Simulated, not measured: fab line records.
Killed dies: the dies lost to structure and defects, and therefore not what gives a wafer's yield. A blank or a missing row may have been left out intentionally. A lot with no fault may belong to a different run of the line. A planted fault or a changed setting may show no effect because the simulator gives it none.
Matching of chambers -- flow n5_finfet -- N5_BEOL_M9_CURE_71 on uv_cure-02 has 3 sister chambers
The step cures SiCOH lowk, time 240 s. 3 wafers are shown with their chamber, then 10 later ones without.

WAFERS PAIRED WITH THEIR CHAMBERS
wafer,chamber,wafer_temp_C_max
L080.6,0,386.3
L084.5,2,387.5
L090.4,1,387.8

WAFERS WITH NO CHAMBER GIVEN
wafer,wafer_temp_C_max
L090.5,387.5
L093.3,387.3
L093.4,387.0
L093.6,387.9
L097.1,387.5
L097.2,387.1
L097.6,386.8
L097.3,386.9
L097.4,387.3
L097.5,387.0

WHICH CHAMBER EACH ONE RAN IN
wafer,from the rows above,in truth
L090.5,can't be placed: 2 or 1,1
L093.3,can't be placed: 2 or 1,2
L093.4,can't be placed: 2 or 0 or 1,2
L093.6,can't be placed: 1 or 2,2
L097.1,can't be placed: 2 or 1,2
L097.2,can't be placed: 2 or 1 or 0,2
L097.6,can't be placed: 0 or 2 or 1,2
L097.3,can't be placed: 0 or 2 or 1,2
L097.4,can't be placed: 2 or 1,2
L097.5,can't be placed: 2 or 0 or 1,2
Placed correctly: 0 of 10. Not placeable from these rows: 10 (in 10, the candidates include the true chamber). Number placed wrongly: 0.
How it was worked out, from the rows above alone: a wafer's distance from a chamber is the root of the sum, over the readings, of the square of ((its reading less the chamber's mean) divided by the reading's scatter). If the next closest chamber is less than 2 further off than the closest, the wafer can't be placed; otherwise it belongs to the closest. For every chamber, the mean is computed from those of its wafers that are shown. The scatter (one wafer shown for each chamber): square how far every hidden wafer sits from the nearest shown wafer, average those squares and take the square root.
